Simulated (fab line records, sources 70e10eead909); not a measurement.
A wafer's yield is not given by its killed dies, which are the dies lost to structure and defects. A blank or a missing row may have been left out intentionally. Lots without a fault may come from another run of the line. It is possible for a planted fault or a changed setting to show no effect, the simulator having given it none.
Which tool did it? + flow nand harc + 24 lots with 72 wafers sampled at 6 steps, on a route of 1302 steps

WHAT EACH GAUGE READ, for each wafer
No reading from a measuring or inspecting step in the record can be judged against a usual standard deviation.

WHICH TOOL RAN EACH LOT (tool, then ch and the chambers of the sampled wafers, then the start)
| lot  | NHARC_P_GATE_RTA_82              | NHARC_P_CONTACT_CMP_01        | NHARC_P_CONTACT_STRIP_28           | NHARC_P_M0_ETCH_15                            | NHARC_P_M0_PRE_CLEAN_29                 | NHARC_P_M0_DEP_32               |
|------|----------------------------------|-------------------------------|------------------------------------|-----------------------------------------------|-----------------------------------------|---------------------------------|
| L074 | rtp anneal-01 ch 0, day 6 03:59  | cmp-02 ch 0,1,3, day 6 04:59  | rie diel-07 ch 1,2,3, day 6 06:57  | rie diel-03 ch 0,1,3, day 6 12:56 or earlier  | pvd sputter-02, day 6 12:56 or earlier  | pecvd-02 ch 0,1,2, day 6 12:56  |
| L075 | rtp anneal-01 ch 0, day 6 10:28  | cmp-02 ch 2,3, day 6 11:23    | rie diel-07 ch 1,2,3, day 6 13:15  | rie diel-08 ch 0,2,3, day 6 19:16 or earlier  | pvd sputter-01, day 6 19:16 or earlier  | pecvd-02 ch 1,2, day 6 19:16    |
| L076 | rtp anneal-02 ch 0, day 6 19:55  | cmp-02 ch 0,1,2, day 6 21:06  | rie diel-07 ch 2,3, day 6 23:01    | rie diel-08 ch 1,2, day 7 04:58 or earlier    | pvd sputter-01, day 7 04:58 or earlier  | pecvd-01 ch 0,1,2, day 7 04:58  |
| L077 | rtp anneal-01 ch 0, day 7 02:01  | cmp-01 ch 1,2,3, day 7 03:00  | rie diel-05 ch 0,1,3, day 7 04:58  | rie diel-08 ch 1,2,3, day 7 10:41 or earlier  | pvd sputter-03, day 7 10:41 or earlier  | pecvd-04 ch 0,1,2, day 7 10:41  |
| L078 | rtp anneal-02 ch 0, day 7 12:13  | cmp-04 ch 0,1,2, day 7 13:11  | rie diel-07 ch 1,2,3, day 7 15:09  | rie diel-08 ch 0,1,3, day 7 20:59 or earlier  | pvd sputter-01, day 7 20:59 or earlier  | pecvd-04 ch 0,1,2, day 7 20:59  |
| L079 | rtp anneal-02 ch 0, day 8 12:36  | cmp-01 ch 1,2,3, day 8 13:36  | rie diel-05 ch 0,1, day 8 15:31    | rie diel-08 ch 0,1,3, day 8 21:26 or earlier  | pvd sputter-03, day 8 21:26 or earlier  | pecvd-04 ch 0,1, day 8 21:26    |
| L080 | rtp anneal-02 ch 0, day 9 00:14  | cmp-01 ch 0,1,2, day 9 01:10  | rie diel-05 ch 1,3, day 9 03:07    | rie diel-03 ch 0,1, day 9 10:05 or earlier    | pvd sputter-02, day 9 10:05 or earlier  | pecvd-01 ch 0,1, day 9 10:05    |
| L081 | rtp anneal-02 ch 0, day 9 07:25  | cmp-02 ch 0,2, day 9 08:41    | rie diel-01 ch 2,3, day 9 10:37    | rie diel-08 ch 1,3, day 9 16:22 or earlier    | pvd sputter-01, day 9 16:22 or earlier  | pecvd-04 ch 0,1, day 9 16:22    |
| L082 | rtp anneal-01 ch 0, day 9 10:23  | cmp-02 ch 0,2,3, day 9 11:25  | rie diel-05 ch 1,2, day 9 13:23    | rie diel-02 ch 1,2, day 9 19:08 or earlier    | pvd sputter-01, day 9 19:08 or earlier  | pecvd-02 ch 1,2, day 9 19:08    |
| L084 | rtp anneal-01 ch 0, day 9 22:37  | cmp-02 ch 1,2,3, day 9 23:38  | rie diel-07 ch 2,3, day 10 01:31   | rie diel-08 ch 0,1,2, day 10 07:32 or earlier | pvd sputter-03, day 10 07:32 or earlier | pecvd-02 ch 0,2, day 10 07:32   |
| L083 | rtp anneal-02 ch 0, day 9 23:19  | cmp-04 ch 0,1,3, day 10 00:24 | rie diel-07 ch 0,2,3, day 10 02:15 | rie diel-08 ch 0,2,3, day 10 08:39 or earlier | pvd sputter-01, day 10 08:39 or earlier | pecvd-01 ch 0,1,2, day 10 08:39 |
| L085 | rtp anneal-01 ch 0, day 10 16:11 | cmp-01 ch 0,1,2, day 10 17:10 | rie diel-01 ch 1,2,3, day 10 19:08 | rie diel-08 ch 0,1,2, day 11 01:00 or earlier | pvd sputter-01, day 11 01:00 or earlier | pecvd-02 ch 0,1,2, day 11 01:00 |
| L086 | rtp anneal-01 ch 0, day 10 23:44 | cmp-02 ch 0,2,3, day 11 00:45 | rie diel-07 ch 0,1,3, day 11 02:43 | rie diel-08 ch 0,2,3, day 11 08:31 or earlier | pvd sputter-02, day 11 08:31 or earlier | pecvd-04 ch 1,2, day 11 08:31   |
| L087 | rtp anneal-02 ch 0, day 11 01:23 | cmp-04 ch 1,2, day 11 02:22   | rie diel-05 ch 0,1, day 11 04:12   | rie diel-08 ch 1,2,3, day 11 10:05 or earlier | pvd sputter-02, day 11 10:05 or earlier | pecvd-02 ch 0,1, day 11 10:05   |
| L088 | rtp anneal-02 ch 0, day 12 01:21 | cmp-01 ch 1,2, day 12 02:14   | rie diel-05 ch 0,1,3, day 12 04:08 | rie diel-08 ch 0,2,3, day 12 10:14 or earlier | pvd sputter-03, day 12 10:14 or earlier | pecvd-02 ch 0,1,2, day 12 10:14 |
| L089 | rtp anneal-01 ch 0, day 12 06:14 | cmp-02 ch 0,1,2, day 12 07:10 | rie diel-01 ch 0,1, day 12 09:36   | rie diel-08 ch 0,2,3, day 12 15:32 or earlier | pvd sputter-03, day 12 15:32 or earlier | pecvd-01 ch 0,1, day 12 15:32   |
| L090 | rtp anneal-02 ch 0, day 12 18:29 | cmp-02 ch 1,3, day 12 19:27   | rie diel-05 ch 0,2,3, day 12 21:26 | rie diel-02 ch 1,2,3, day 13 03:19 or earlier | pvd sputter-03, day 13 03:19 or earlier | pecvd-02 ch 0,1,2, day 13 03:19 |
| L091 | rtp anneal-01 ch 0, day 12 19:08 | cmp-02 ch 0,1,2, day 12 20:08 | rie diel-05 ch 1,2,3, day 12 21:58 | rie diel-08 ch 0,1,2, day 13 03:58 or earlier | pvd sputter-01, day 13 03:58 or earlier | pecvd-02 ch 0,1,2, day 13 03:58 |
| L092 | rtp anneal-02 ch 0, day 13 07:20 | cmp-04 ch 0,1,3, day 13 08:20 | rie diel-01 ch 0,1,3, day 13 10:11 | rie diel-08 ch 2,3, day 13 16:06 or earlier   | pvd sputter-02, day 13 16:06 or earlier | pecvd-04 ch 0,1,2, day 13 16:06 |
| L093 | rtp anneal-01 ch 0, day 14 00:13 | cmp-02 ch 1,2,3, day 14 01:13 | rie diel-01 ch 0,1,2, day 14 03:11 | rie diel-08 ch 0,1,2, day 14 09:02 or earlier | pvd sputter-01, day 14 09:02 or earlier | pecvd-02 ch 0,1,2, day 14 09:02 |
| L094 | rtp anneal-02 ch 0, day 14 04:17 | cmp-04 ch 0,1,3, day 14 05:17 | rie diel-05 ch 0,1,2, day 14 07:11 | rie diel-02 ch 0,1,2, day 14 13:01 or earlier | pvd sputter-02, day 14 13:01 or earlier | pecvd-02 ch 1,2, day 14 13:01   |
| L095 | rtp anneal-02 ch 0, day 14 21:47 | cmp-04 ch 0,1,3, day 14 22:49 | rie diel-01 ch 1,3, day 15 01:15   | rie diel-08 ch 0,3, day 15 06:59 or earlier   | pvd sputter-01, day 15 06:59 or earlier | pecvd-01 ch 0,1, day 15 06:59   |
| L096 | rtp anneal-02 ch 0, day 15 00:03 | cmp-02 ch 0,1,2, day 15 01:03 | rie diel-01 ch 0,1,2, day 15 02:58 | rie diel-03 ch 0,2, day 15 08:46 or earlier   | pvd sputter-02, day 15 08:46 or earlier | pecvd-02 ch 0,1,2, day 15 08:46 |
| L097 | rtp anneal-01 ch 0, day 15 07:16 | cmp-02 ch 0,2,3, day 15 08:16 | rie diel-07 ch 0,1,2, day 15 10:05 | rie diel-02 ch 0,2,3, day 15 16:16 or earlier | pvd sputter-02, day 15 16:16 or earlier | pecvd-01 ch 0,1, day 15 16:16   |
- NHARC_P_GATE_RTA_82: time 30 s.
- NHARC_P_CONTACT_CMP_01: polishes SiO2, target thk 200 nm.
- NHARC_P_CONTACT_STRIP_28: strips in O2.
- NHARC_P_M0_ETCH_15: etches the open film in C4F8/Ar, target depth 150 nm, overetch 15 nm, time 82.5 s.
- NHARC_P_M0_PRE_CLEAN_29: time 30 s.
- NHARC_P_M0_DEP_32: deposits SiCN, target thk 30 nm.

WHAT THE TOOLS THEMSELVES READ (means of the sampled wafers that have a number; where no wafer has one, the mark that the record gives instead)
NHARC_P_GATE_RTA_82.
| lot  | tool          | lamp power pct (%) | wafer_temp_C_max |
|------|---------------|--------------------|------------------|
| L074 | rtp anneal-01 | 4.6                | 452.8            |
| L075 | rtp anneal-01 | 4.6                | 452.1            |
| L076 | rtp anneal-02 | 3.3                | 451.4            |
| L077 | rtp anneal-01 | 4.5                | 452.3            |
| L078 | rtp anneal-02 | 3.3                | 451.9            |
| L079 | rtp anneal-02 | 3.3                | 451.8            |
| L080 | rtp anneal-02 | 3.3                | 451.5            |
| L081 | rtp anneal-02 | 3.3                | 451.3            |
| L082 | rtp anneal-01 | 4.6                | 452.6            |
| L084 | rtp anneal-01 | 4.6                | 452.2            |
| L083 | rtp anneal-02 | 3.3                | 451.6            |
| L085 | rtp anneal-01 | 4.6                | 452.7            |
| L086 | rtp anneal-01 | 4.6                | 452.2            |
| L087 | rtp anneal-02 | 3.3                | 451.5            |
| L088 | rtp anneal-02 | 3.3                | 451.3            |
| L089 | rtp anneal-01 | 4.6                | 452.0            |
| L090 | rtp anneal-02 | 3.3                | 451.5            |
| L091 | rtp anneal-01 | 4.6                | 452.2            |
| L092 | rtp anneal-02 | 3.3                | 451.5            |
| L093 | rtp anneal-01 | 4.6                | 452.8            |
| L094 | rtp anneal-02 | 3.3                | 451.7            |
| L095 | rtp anneal-02 | 3.3                | 451.4            |
| L096 | rtp anneal-02 | 3.3                | 451.5            |
| L097 | rtp anneal-01 | 4.6                | 452.3            |

NHARC_P_CONTACT_CMP_01.
| lot  | tool   | motor current A (A) |
|------|--------|---------------------|
| L074 | cmp-02 | 11.1                |
| L075 | cmp-02 | 11.3                |
| L076 | cmp-02 | 11.7                |
| L077 | cmp-01 | 11.5                |
| L078 | cmp-04 | 12.7                |
| L079 | cmp-01 | 11.4                |
| L080 | cmp-01 | 11.3                |
| L081 | cmp-02 | 12.5                |
| L082 | cmp-02 | 11.7                |
| L084 | cmp-02 | 10.8                |
| L083 | cmp-04 | 12.3                |
| L085 | cmp-01 | 11.0                |
| L086 | cmp-02 | 11.8                |
| L087 | cmp-04 | 13.2                |
| L088 | cmp-01 | 10.8                |
| L089 | cmp-02 | 11.6                |
| L090 | cmp-02 | 10.9                |
| L091 | cmp-02 | 11.7                |
| L092 | cmp-04 | 12.4                |
| L093 | cmp-02 | 11.2                |
| L094 | cmp-04 | 12.6                |
| L095 | cmp-04 | 11.7                |
| L096 | cmp-02 | 11.3                |
| L097 | cmp-02 | 12.1                |

NHARC_P_CONTACT_STRIP_28.
| lot  | tool        | drypump motor current A (A) | mfc ar sccm (sccm) | oes product au (a.u.) | rf vpp V (V) | showerhead plenum p Torr (Torr) | throttle valve pct (%) |
|------|-------------|-----------------------------|--------------------|-----------------------|--------------|---------------------------------|------------------------|
| L074 | rie diel-07 | 6.1                         | 0.014              | 0.993                 | 57.9         | 3.52                            | 17.034                 |
| L075 | rie diel-07 | 6.2                         | 0.014              | 1.003                 | 58.3         | 3.52                            | 17.050                 |
| L076 | rie diel-07 | 6.2                         | 0.005              | 1.004                 | 57.8         | 3.57                            | 17.043                 |
| L077 | rie diel-05 | 5.6                         | 0.013              | 1.004                 | 58.8         | 3.60                            | 17.034                 |
| L078 | rie diel-07 | 6.2                         | 0.014              | 0.994                 | 57.6         | 3.52                            | 17.039                 |
| L079 | rie diel-05 | 5.3                         | 0.013              | 1.002                 | 57.9         | 3.65                            | 17.036                 |
| L080 | rie diel-05 | 5.7                         | 0.000              | 0.994                 | 57.5         | 3.55                            | 17.036                 |
| L081 | rie diel-01 | 6.1                         | 0.000              | 0.992                 | 57.2         | 3.38                            | 17.042                 |
| L082 | rie diel-05 | 5.3                         | 0.005              | 1.000                 | 57.8         | 3.69                            | 17.043                 |
| L084 | rie diel-07 | 6.2                         | 0.005              | 1.008                 | 58.6         | 3.57                            | 17.035                 |
| L083 | rie diel-07 | 6.1                         | 0.011              | 1.007                 | 58.1         | 3.52                            | 17.036                 |
| L085 | rie diel-01 | 5.8                         | 0.000              | 0.991                 | 57.4         | 3.46                            | 17.042                 |
| L086 | rie diel-07 | 6.1                         | 0.020              | 1.004                 | 59.0         | 3.47                            | 17.036                 |
| L087 | rie diel-05 | 5.3                         | 0.013              | 1.004                 | 58.1         | 3.65                            | 17.043                 |
| L088 | rie diel-05 | 5.6                         | 0.013              | 0.999                 | 58.1         | 3.60                            | 17.031                 |
| L089 | rie diel-01 | 5.8                         | 0.005              | 1.005                 | 58.3         | 3.58                            | 17.049                 |
| L090 | rie diel-05 | 5.7                         | 0.017              | 1.002                 | 58.4         | 3.65                            | 17.038                 |
| L091 | rie diel-05 | 5.5                         | 0.005              | 1.003                 | 59.3         | 3.64                            | 17.036                 |
| L092 | rie diel-01 | 5.8                         | 0.003              | 1.001                 | 57.6         | 3.55                            | 17.035                 |
| L093 | rie diel-01 | 5.9                         | 0.003              | 1.012                 | 57.6         | 3.48                            | 17.035                 |
| L094 | rie diel-05 | 5.4                         | 0.017              | 1.006                 | 57.9         | 3.70                            | 17.039                 |
| L095 | rie diel-01 | 5.4                         | 0.000              | 0.992                 | 58.1         | 3.54                            | 17.040                 |
| L096 | rie diel-01 | 5.9                         | 0.003              | 1.002                 | 57.1         | 3.48                            | 17.037                 |
| L097 | rie diel-07 | 5.9                         | 0.015              | 0.997                 | 57.8         | 3.46                            | 17.034                 |

NHARC_P_M0_ETCH_15.
| lot  | tool        | oes product au (a.u.) | rf vpp V (V) |
|------|-------------|-----------------------|--------------|
| L074 | rie diel-03 | 0.976                 | 440.6        |
| L075 | rie diel-08 | 0.972                 | 439.7        |
| L076 | rie diel-08 | 0.927                 | 440.3        |
| L077 | rie diel-08 | 0.977                 | 440.2        |
| L078 | rie diel-08 | 0.969                 | 439.0        |
| L079 | rie diel-08 | 0.977                 | 439.2        |
| L080 | rie diel-03 | 0.970                 | 439.6        |
| L081 | rie diel-08 | 0.961                 | 439.9        |
| L082 | rie diel-02 | 0.919                 | 439.3        |
| L084 | rie diel-08 | 0.953                 | 439.9        |
| L083 | rie diel-08 | 0.947                 | 440.0        |
| L085 | rie diel-08 | 0.954                 | 439.6        |
| L086 | rie diel-08 | 0.963                 | 439.9        |
| L087 | rie diel-08 | 0.968                 | 438.9        |
| L088 | rie diel-08 | 0.963                 | 439.7        |
| L089 | rie diel-08 | 0.952                 | 439.3        |
| L090 | rie diel-02 | 0.974                 | 442.4        |
| L091 | rie diel-08 | 0.960                 | 440.2        |
| L092 | rie diel-08 | 0.933                 | 439.5        |
| L093 | rie diel-08 | 0.968                 | 439.2        |
| L094 | rie diel-02 | 0.911                 | 442.5        |
| L095 | rie diel-08 | 0.969                 | 439.5        |
| L096 | rie diel-03 | 0.961                 | 440.5        |
| L097 | rie diel-02 | 0.922                 | 441.3        |

NHARC_P_M0_PRE_CLEAN_29.
| lot  | tool           | heater power w (W) |
|------|----------------|--------------------|
| L074 | pvd sputter-02 | 432                |
| L075 | pvd sputter-01 | 408                |
| L076 | pvd sputter-01 | 432                |
| L077 | pvd sputter-03 | 415                |
| L078 | pvd sputter-01 | 397                |
| L079 | pvd sputter-03 | 433                |
| L080 | pvd sputter-02 | 424                |
| L081 | pvd sputter-01 | 375                |
| L082 | pvd sputter-01 | 391                |
| L084 | pvd sputter-03 | 410                |
| L083 | pvd sputter-01 | 439                |
| L085 | pvd sputter-01 | 397                |
| L086 | pvd sputter-02 | 403                |
| L087 | pvd sputter-02 | 433                |
| L088 | pvd sputter-03 | 421                |
| L089 | pvd sputter-03 | 425                |
| L090 | pvd sputter-03 | 430                |
| L091 | pvd sputter-01 | 419                |
| L092 | pvd sputter-02 | 436                |
| L093 | pvd sputter-01 | 394                |
| L094 | pvd sputter-02 | 423                |
| L095 | pvd sputter-01 | 398                |
| L096 | pvd sputter-02 | 419                |
| L097 | pvd sputter-02 | 417                |

NHARC_P_M0_DEP_32.
| lot  | tool     | heater power w (W) |
|------|----------|--------------------|
| L074 | pecvd-02 | 571                |
| L075 | pecvd-02 | 543                |
| L076 | pecvd-01 | 615                |
| L077 | pecvd-04 | 601                |
| L078 | pecvd-04 | 584                |
| L079 | pecvd-04 | 608                |
| L080 | pecvd-01 | 576                |
| L081 | pecvd-04 | 566                |
| L082 | pecvd-02 | 535                |
| L084 | pecvd-02 | 551                |
| L083 | pecvd-01 | 629                |
| L085 | pecvd-02 | 556                |
| L086 | pecvd-04 | 544                |
| L087 | pecvd-02 | 500                |
| L088 | pecvd-02 | 573                |
| L089 | pecvd-01 | 567                |
| L090 | pecvd-02 | 554                |
| L091 | pecvd-02 | 550                |
| L092 | pecvd-04 | 651                |
| L093 | pecvd-02 | 596                |
| L094 | pecvd-02 | 521                |
| L095 | pecvd-01 | 625                |
| L096 | pecvd-02 | 578                |
| L097 | pecvd-01 | 605                |

THE ANSWER, worked out from the rows above alone
Rule: the usual values come from the lots themselves. The widest of any qualifying gaps counts: lots, ordered by their means at a reading, are off when they make up no more than a third of the lots, leave a main group of 4 or more, and stand apart from it by 3 or more times the standard deviation of that group's means. If all means in a main group match to the digits the tables above print for the reading, that group is not used. A lot without any number at a reading at which 4 lots or more have one is off too. Where the step has rows for the other lots, those lots are counted as sound. After the gauges, taken in route order, come the tools' own readings; for these a lot's mean is taken, as printed above. The first step at which some lot is off is used, and at that step the reading that is off furthest; a lot without a number counts as furthest.
No lot is off on any of the readings shown, so nothing can be concluded from this.

WHAT THE SIMULATOR HAD PUT IN
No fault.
